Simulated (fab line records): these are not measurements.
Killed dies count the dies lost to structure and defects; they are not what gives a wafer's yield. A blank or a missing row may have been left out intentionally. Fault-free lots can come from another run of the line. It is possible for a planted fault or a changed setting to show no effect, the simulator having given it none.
Which tool is to blame? | flow nandHarc | 12 lots, 36 wafers sampled, at 1 step of a route of 1302

## WHAT THE GAUGES SHOWED, per wafer
NHARC_P_GATE_CD_MEAS_59: the cd target is 720 nm.
lot  | measured     | on       | cdNm (nm)
L075 | day 5 22:13  | cdSem-02 | 719.9 717.9 721.5
L077 | day 6 21:18  | cdSem-02 | 718.9 717.8 720.8
L079 | day 7 12:44  | cdSem-03 | 716.1 716.1 715.5
L081 | day 8 17:01  | cdSem-01 | 723.2 719.8 720.7
L083 | day 9 09:22  | cdSem-01 | 716.7 714.7 717.5
L085 | day 10 03:01 | cdSem-01 | 723.6 724.4 720.5
L088 | day 11 17:58 | cdSem-02 | 717.9 714.0 715.3
L089 | day 11 21:14 | cdSem-02 | 715.3 719.7 721.1
L091 | day 12 17:47 | cdSem-01 | 720.9 720.0 718.5
L094 | day 13 23:46 | cdSem-03 | 722.0 720.7 723.2
L095 | day 14 04:58 | cdSem-02 | 718.3 721.3 721.1
L096 | day 15 01:03 | cdSem-01 | 721.6 720.0 719.3

## EACH LOT AND THE TOOL THAT RAN IT (in order: tool; ch and the chambers of the sampled wafers; start)
The record holds no process step before these readings.

## THE ANSWER, worked out from the rows above alone
Rule: what is usual is taken from the lots themselves. The widest of any qualifying gaps counts: lots, ordered by their means at a reading, are off when they make up no more than a third of the lots, leave a main group of 4 or more, and stand apart from it by 3 or more times the standard deviation of that group's means. If all means in a main group match to the digits the tables above print for the reading, that group is not used. Also off: a lot with no number at a reading for which 4 or more lots have one. Any other lot the step has rows for is counted as sound.
Nothing can be told from this: no lot is off at any reading shown.

## WHAT HAD BEEN PUT IN BY THE SIMULATOR
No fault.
